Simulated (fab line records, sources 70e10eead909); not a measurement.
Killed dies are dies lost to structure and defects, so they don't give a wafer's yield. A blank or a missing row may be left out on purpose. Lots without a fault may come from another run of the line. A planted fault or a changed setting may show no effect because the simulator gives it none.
Chamber matching | flow nand_harc | NHARC_A_SLIT_DEP_25 on pecvd-03: 3 sister chambers
The step deposits SiO2, target thk 200 nm. 14 wafers are shown with their chamber, then 7 later ones without.

WAFERS WITH THEIR CHAMBER
wafer  | chamber | throttle_valve_pct (%) | heater_power_w (W)
L075.1 | 0       | 16.1                   | 480
L075.3 | 1       | 15.1                   | 530
L075.4 | 2       | 15.1                   | 540
L083.1 | 0       | 16.0                   | 477
L083.2 | 2       | 15.2                   | 539
L083.6 | 0       | 16.0                   | 488
L081.1 | 0       | 15.9                   | 383
L081.2 | 1       | 15.7                   | 568
L081.6 | 2       | 15.3                   | 538
L089.2 | 2       | 15.5                   | 502
L089.4 | 1       | 15.9                   | 529
L089.6 | 2       | 15.3                   | 508
L087.2 | 2       | 15.5                   | 496
L087.4 | 0       | 16.0                   | 432

SIGNATURES (means of the wafers above)
reading            | chamber 0 | chamber 1 | chamber 2 | scatter within a chamber
throttle_valve_pct | 16.000    | 15.567    | 15.317    | 0.212
heater_power_w     | 452.00    | 542.33    | 520.50    | 31.6
Rule: a wafer's distance from a chamber is the root of the sum, over the readings, of the square of ((its reading less the chamber's mean) divided by the reading's scatter). The wafer belongs to the nearest chamber; if the next one is less than 2 further off, it can't be placed. The scatter: the root of (the sum of the squares of (reading less its chamber's mean) over the shown wafers, divided by (wafers less chambers)).

WAFERS WITHOUT THEIR CHAMBER
wafer  | throttle_valve_pct (%) | heater_power_w (W)
L087.5 | 15.4                   | 508
L092.4 | 15.5                   | 465
L092.5 | 15.6                   | 581
L092.6 | 16.1                   | 485
L096.2 | 16.1                   | 549
L096.3 | 16.2                   | 346
L096.6 | 16.1                   | 376

WHICH CHAMBER EACH WENT THROUGH
wafer  | from the rows above          | in truth
L087.5 | can't be placed: 2 or 1      | 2
L092.4 | can't be placed: 2 or 0 or 1 | 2
L092.5 | can't be placed: 1 or 2      | 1
L092.6 | can't be placed: 0 or 1      | 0
L096.2 | can't be placed: 1 or 0 or 2 | 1
L096.3 | 0                            | 0
L096.6 | 0                            | 0
Placed correctly: 2 of 7. Can't be placed from these rows: 5 (the true chamber is among the candidates in 5). Placed wrongly: 0.
